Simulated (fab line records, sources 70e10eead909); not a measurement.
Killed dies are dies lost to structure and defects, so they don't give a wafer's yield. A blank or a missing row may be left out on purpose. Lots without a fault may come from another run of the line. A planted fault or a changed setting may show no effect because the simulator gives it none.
fab line records | flow nand_harc
record lots=6 wafers=17 last_day=22
route steps=1159 shown P_START@1 P_ZERO_WELL@2 END@1159
lots that met no fault: from a run of the same line without faults
start_h: hours from the record's first day to the start of the lot's first wafer shown | wait_h: hours since the lot's step before | " the same as in the row above | L1.1+2: a row that stands for several wafers | - no value, or no start given | * or withheld: withheld | < > ~ a bound
route shown NAME@n: a module of which the file shows steps, and the number in the route of the first | usual: mean/standard deviation of fault-free wafers | same: alike in all rows | chamber/n: place in a boat | sites: the reading at each site | _std_site: their standard deviation | _edge_site: outer sites' mean less inner sites' | radius_mm: how far each site lies from the wafer's centre | mask NAME#n: copy n | behind: the tool/chamber that last shaped the wafer | hold: why the lot was held/for how many hours/how that ended | device: the transistor (n, p or np) that didn't switch | end of line: the same wafers' tests at the end of the route | a step without rows: its recipe alone | killed: dies lost to structure and defects at the first sort, not the wafer's yield | map: a wafer's dies, x killed, . not, _ none there
set.NAME: the setting as run; set.NAME@STEP: as run at that earlier step | model.NAME: the simulator's own value behind a step, which no gauge read
lots at some steps of the route; a table a step, a row a wafer
services: from which hour (start_h, from the record's first day; less than 0 if before it) a tool's chamber was out of use, for how many hours, and why
## steps
# step NHARC_P_START_INSPECT_01
# usual raw_defect_count=3.6/1.8
# columns lot.wafer tool chamber start_h wait_h raw_defect_count
L564.1 defect_inspect-02 - 12.03 - 1
L564.3 " - " " 3
L564.5 " - " " 2
L565.2 defect_inspect-01 - 18.04 - 2
L565.4 " - " " 0
L565.5 " - " " 7
L567.1 defect_inspect-02 - 30.04 - 4
L567.6 " - " " 1
L569.2 defect_inspect-01 - 42.04 - 1
L569.3 " - " " 3
L569.5 " - " " 2
L575.1 defect_inspect-02 - 78.04 - 3
L575.4 " - " " 2
L575.6 " - " " 1
L577.2 defect_inspect-02 - 90.04 - 3
L577.3 " - " " 3
L577.4 " - " " 4
# step NHARC_P_ZERO_WELL_PRECLEAN_00
# recipe time_s=600 temp_c=120 chemistry=SPM
# step NHARC_P_ZERO_WELL_SRD_01
# step NHARC_P_ZERO_WELL_PECVD_02
# recipe target_thk_a=100 temp_c=400 pressure_torr=6.5 rf_w=withheld teos_flow_sccm=withheld flow_sccm=2650 target_thk_nm=10 gas=O2 material=SiO2
# step NHARC_P_ZERO_WELL_DEHYDRATE_03
# recipe temp_c=150 time_s=120
# step NHARC_P_ZERO_WELL_HMDS_04
# recipe time_s=30
# step NHARC_P_ZERO_WELL_COAT_64
# recipe temp_c=200 time_s=65
# step NHARC_P_ZERO_WELL_COAT_05
# recipe spin_rpm=2000 resist_thk_nm=600
# step NHARC_P_ZERO_WELL_SOFTBAKE_06
# recipe temp_c=125 time_s=70
# step NHARC_P_ZERO_WELL_EBR_07
# step NHARC_P_ZERO_WELL_EXPOSE_08
# recipe na=0.55 target_cd_nm=500 dose_mj=33.8 mask_id=P_ZERO
# step NHARC_P_ZERO_WELL_PEB_09
# recipe peb_temp_c=128 peb_time_s=80
# usual chill_plate_temp_C=22.98/0.1 exhaust_pa=45.0/0.8 heater_power_total_W=189.9/0.79
# columns lot.wafer tool chamber start_h wait_h chill_plate_temp_C exhaust_pa heater_power_total_W
L564.1 litho_track-07 0 13.21 0.1 23.03 44.4 190.8
L564.3 " 0 " " 22.88 44.7 189.3
L564.5 " 0 " " 22.93 44.0 190.6
L565.2 litho_track-02 0 19.17 0.1 23.02 45.0 190.9
L565.4 " 0 " " 23.01 44.2 189.7
L565.5 " 0 " " 23.18 44.5 188.6
L567.1 litho_track-02 0 31.15 0.1 23.12 43.9 231.5
L567.6 " 0 " " 23.05 44.9 188.6
L569.2 litho_track-02 0 43.17 0.1 23.08 44.9 230.9
L569.3 " 0 " " 22.96 43.8 189.7
L569.5 " 0 " " 23.09 46.3 189.1
L575.1 litho_track-03 0 79.21 0.1 22.98 43.8 190.0
L575.4 " 0 " " 23.11 43.8 190.9
L575.6 " 0 " " 22.90 44.9 189.5
L577.2 litho_track-07 0 91.15 0.1 23.11 45.7 189.8
L577.3 " 0 " " 23.15 44.6 190.3
L577.4 " 0 " " 23.20 45.5 191.0
# step NHARC_P_ZERO_WELL_DEVELOP_10
# recipe time_s=50 dev_temp_c=22
# step NHARC_P_ZERO_WELL_CD_MEAS_11
# recipe target_cd_nm=500 landing_energy_ev=500
# usual cd_nm=498.6/2.6
# columns lot.wafer tool chamber start_h wait_h cd_nm
L564.1 cd_sem-03 0 13.29 - 498.8
L564.3 " 0 " " 500.5
L564.5 " 0 " " 497.8
L565.2 cd_sem-03 0 19.26 - 504.1
L565.4 " 0 " " 498.6
L565.5 " 0 " " 499.5
L567.1 cd_sem-02 0 31.24 - 482.1
L567.6 " 0 " " 502.2
L569.2 cd_sem-01 0 43.27 - 481.4
L569.3 " 0 " " 498.9
L569.5 " 0 " " 497.6
L575.1 cd_sem-01 0 79.30 - 499.3
L575.4 " 0 " " 501.5
L575.6 " 0 " " 503.4
L577.2 cd_sem-02 0 91.24 - 493.2
L577.3 " 0 " " 496.1
L577.4 " 0 " " 497.6
# step NHARC_P_ZERO_WELL_HARDBAKE_12
# recipe temp_c=118 time_s=65
# step NHARC_END_SORT_01
# recipe temp_c=25
# usual killed_at_array=25/7.8 killed_at_other=0.6/0.81 killed_at_periphery=3.3/2.2 killed_dies=29/8.2 killed_open=3.5/1.9 killed_short=1.8/1.3
# same gross_dies=677
# columns lot.wafer tool chamber start_h wait_h killed_at_array killed_at_other killed_at_periphery killed_dies killed_open killed_short
L575.1 prober-02 0 531.25 2.5 31 0 3 34 3 1
L575.4 prober-02 0 533.64 3.4 30 2 1 33 3 1
L575.6 prober-02 0 535.24 4.0 36 1 2 39 4 1
# killed by level:class
L575.1 A_CHANNEL_HOLE_D1:chamber_film_flake=11 A_SLIT:chamber_film_flake=11 A_CONTACT:chamber_film_flake=5 A_ZERO_WELL:chamber_film_flake=2 P_GATE:geometric_particle:open=1 P_M0:geometric_particle:open=1 A_WL_FILL:geometric_particle:short=1 A_WL_FILL:geometric_particle:open=1
L575.4 A_SLIT:chamber_film_flake=14 A_CHANNEL_HOLE_D1:chamber_film_flake=7 A_CONTACT:chamber_film_flake=5 P_GATE:geometric_particle:open=1 A_CHANNEL_FILL_D1:geometric_particle:short=1 A_BLC:geometric_particle:open=1 A_M0:geometric_particle:open=1 A_CHANNEL_FILL_D1:chamber_film_flake=1
L575.6 A_SLIT:chamber_film_flake=16 A_CHANNEL_HOLE_D1:chamber_film_flake=13 A_CHANNEL_FILL_D1:chamber_film_flake=2 P_GATE:geometric_particle:open=1 P_M0:geometric_particle:open=1 A_SGD_CUT:geometric_particle:open=1 A_WL_FILL:geometric_particle:open=1 A_BLC:geometric_particle:short=1
## services
# columns tool chamber start_h hours kind
litho_track-02 - -10.00 7.0 pm
litho_track-07 - 14.03 7.0 pm
litho_track-03 - 38.00 7.0 pm
## key
first_sign step=NHARC_P_ZERO_WELL_PEB_09 reading=heater_power_total_W direction=up sigmas=52 usual=* struck=*
effect step=NHARC_P_ZERO_WELL_CD_MEAS_11 reading=cd_nm direction=down sigmas=6.5 usual=498.6 struck=481.8
met_at NHARC_P_ZERO_WELL_PEB_09
struck_wafers L567.1,L569.2
tester_left_out L567,L569
onset_between 19.17 31.15
fault kind=process_parameter_drift tool=litho_track-02 chamber=- onset_h=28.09 steps=NHARC_P_ZERO_WELL_PEB_09 channel=peb_time_s offset=* shape=step end_h=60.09 scope=struck_wafers_only acts_in=* stated=*
# tester_left_out: of these lots the tester's yield and bins aren't shown, on N5 and GAA mostly nor the transistor test; their killed dies are dies lost to structure and defects alone, not to doping, threshold or leakage, so they don't give the yield
